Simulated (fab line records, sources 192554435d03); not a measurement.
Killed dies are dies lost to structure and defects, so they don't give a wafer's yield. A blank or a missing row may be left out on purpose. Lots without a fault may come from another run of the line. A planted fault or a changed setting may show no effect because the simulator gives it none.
A struck lot beside a sound one | flow n5_finfet | 39 steps out of a route of 1938
Sound: wafers L174.2, L174.4, L174.5. Struck: wafer L175.5. (L175.4 of the same lot was not struck and is left out.) The cause comes at the end.
At each step with rows: each side's tool, then ch and its chambers, then its first start. Under that, the readings that differ: sound wafers | struck wafers | difference of the means | sigmas: that difference in standard deviations of wafers without a fault.
alike: readings whose means differ by less than 2 such deviations, and words and numbers that are the same on both sides. not compared: withheld readings, readings that some wafer has no value for, bounds like >300 that may hide the same value, and numbers for which the record gives no deviation and whose values overlap.
The two part at a step that has a row with sigmas, a row that says differs or no value, or rows on one side only. Numbers that don't overlap but have no deviation are shown without sigmas and don't part them. A reading that every wafer of one side lacks parts them only if that side has two wafers or more.

first, 9 steps without rows for these wafers: N5_MOL_CONTACT_COAG_PRE_CLEAN_142 (time 60 s); N5_MOL_CONTACT_COAG_SPUTTER_130 (material Co, target thk 47.5 nm); N5_MOL_CONTACT_COAG_PRECLEAN_125 (cleans in DIW, time 57.5 s); N5_MOL_CONTACT_COAG_SRD_126 (dry time 32 s); N5_MOL_CONTACT_COAG_CMP_23 (polishes, stops on SiO2, t overpolish 1.5 s, target thk 0 nm); N5_MOL_CONTACT_COAG_WET_ETCH_26 (target Co, target depth 13 nm); N5_MOL_CONTACT_COAG_WET_ETCH_116 (etches the open film in SC1-inhibited, target depth 4.6 nm, rinse time 30 s); N5_MOL_CONTACT_COAG_ALD_27 (deposits SiOC, target thk 17 nm, pulse time 1.5 s, time 2720 s); N5_MOL_CONTACT_COAG_CMP_28 (polishes, stops on SiNx, t overpolish 0.85 s, target thk 14.522 nm).
N5_MOL_CONTACT_COAG_ALD_123: deposits SiNx, target thk 5 nm, pulse time 1 s, purge time 2 s.
  sound on ald_sin-03 ch 0,1,2, day 7 14:35; struck on ald_sin-02 ch 1, day 7 19:43
  reading                                            | sound       | struck | difference | sigmas
  ald_cycles                                         | 100 100 100 | 186    | +86        |
  model.SiNx_of_MOL_CONTACT_COAG_ALD_123.thk_nm (nm) | 5 5 5       | 9.4    | +4.4       |
  alike: heater_power_w, precursor_pulse_height_rel
  not compared: since_wet_clean_h
then, 26 steps without rows for these wafers: N5_MOL_CONTACT_COAG_PECVD_31 (deposits SiO2 from TEOS/O2, target thk 46 nm, time 8.9 s); N5_MOL_CONTACT_COAG_COAT_75 (time 60 s, resist thk 60 nm); N5_MOL_CONTACT_COAG_COAT_76 (time 60 s, resist thk 10 nm); N5_MOL_CONTACT_COAG_COAT_77 (time 60 s, resist thk 10 nm); N5_MOL_CONTACT_COAG_COAT_78 (resist thk 40 nm); N5_MOL_CONTACT_COAG_EBR_80; N5_MOL_CONTACT_COAG_SOFTBAKE_79 (time 60 s); N5_MOL_CONTACT_COAG_EXPOSE_81 (exposes mask VG, defocus 0 nm); N5_MOL_CONTACT_COAG_PEB_82 (peb time 60 s); N5_MOL_CONTACT_COAG_DEVELOP_83 (develop time 30 s); N5_MOL_CONTACT_COAG_DESCUM_88 (chemistry O2, time 7 s); N5_MOL_CONTACT_COAG_ETCH_89 (etches underlayer in N2/H2, target depth 13 nm, time 10.4 s); N5_MOL_CONTACT_COAG_ETCH_90 (etches SiARC in CF4, target depth 13 nm, time 21.7 s); N5_MOL_CONTACT_COAG_ALD_131 (deposits SiO2, target thk 5 nm, pulse time 1 s, co reactant pulse time 1 s); N5_MOL_CONTACT_COAG_ETCHBACK_132 (etches SiO2 in CHF3, target depth 10 nm, time 6.7 s); N5_MOL_CONTACT_COAG_ETCH_91 (etches SOC in N2/H2, target depth 60 nm, overetch 21 nm, time 101.2 s); N5_MOL_CONTACT_COAG_STRIP_92 (strips in N2/H2); N5_MOL_CONTACT_COAG_STRIP_93 (strips in N2/H2); N5_MOL_CONTACT_COAG_ETCHBACK_135 (etches SiO2 in CHF3, target depth 25 nm, time 16.7 s); N5_MOL_CONTACT_COAG_STRIP_118 (strips in CHF3); N5_MOL_CONTACT_COAG_VIA_ETCH_46 (etches SiO2 in C4F6/O2, target depth 46 nm, overetch 9.2 nm, time 40 s); N5_MOL_CONTACT_COAG_STRIP_96 (strips in N2/H2); N5_MOL_CONTACT_COAG_ETCH_47 (etches SiNx in CH3F/O2, stops on W, target depth 27 nm); N5_MOL_CONTACT_COAG_STRIP_119 (strips in N2/H2, time 30 s); N5_MOL_CONTACT_COAG_PRECLEAN_144 (cleans in alkaline clean, time 60 s); N5_MOL_CONTACT_COAG_SRD_145 (time 30 s).
N5_MOL_CONTACT_COAG_ETCH_124: etches SiNx in CH3F/O2, stops on SiOC, target depth 6.5 nm.
  sound on rie_diel-01 ch 1,3, day 7 17:44; struck on rie_diel-01 ch 1, day 7 22:41
  reading                  | sound            | struck | difference | sigmas
  oes_product_au (a.u.)    | 0.70 0.73 0.73   | 0.84   | +0.12      | +2
  model.etch.depth_nm (nm) | 4.99 5.012 5.001 | 6.663  | +1.662     |
  alike: drypump_motor_current_A, mfc_ar_sccm, rf_vpp_V, showerhead_plenum_p_Torr, throttle_valve_pct
  not compared: rf_hours_counter_h
N5_BEOL_M4_RC_MEAS_101:
  the record has rows for the sound wafers here (prober-01 ch 0, day 10 20:57) and none for the struck ones
-- the record jumps here: 8 days lie between the struck wafers' starts before and after (it left off in module BEOL_M4 and takes up again in module PASSIVATION, whose first step shown is number 1936 of the route) --
N5_PASSIVATION_PROBE_49:
  sound on prober-02, day 15 05:58; struck on prober-01, day 16 00:26
  reading                  | sound          | struck | difference | sigmas
  defect_limited_yield (%) | 91.7 90.1 88.8 | 0      | -90        | -60
  killed_at_contacts       | 15 16 14       | 1112   | +1097      | +99 or more
  killed_dies              | 98 117 132     | 1180   | +1064      | +63
  killed_on_rim            | 19 13 14       | 152    | +137       | +32
  sort_bin_5_function (%)  | 4.6 6.0 7.0    | 96.7   | +90.8      | +96
  sort_n_pass              | 1082 1063 1048 | 0      | -1064      | -63
  sort_yield_pct (%)       | 91.7 90.1 88.8 | 0      | -90        | -60
  alike: killed_at_M0_to_M3, killed_at_M4_up, killed_at_front_end, killed_at_other, killed_open, killed_short, sort_bin_6_memory

WHERE THEY PART
First at N5_MOL_CONTACT_COAG_ETCH_124; last, within this record, at N5_PASSIVATION_PROBE_49.

WHY: what the simulator had put in
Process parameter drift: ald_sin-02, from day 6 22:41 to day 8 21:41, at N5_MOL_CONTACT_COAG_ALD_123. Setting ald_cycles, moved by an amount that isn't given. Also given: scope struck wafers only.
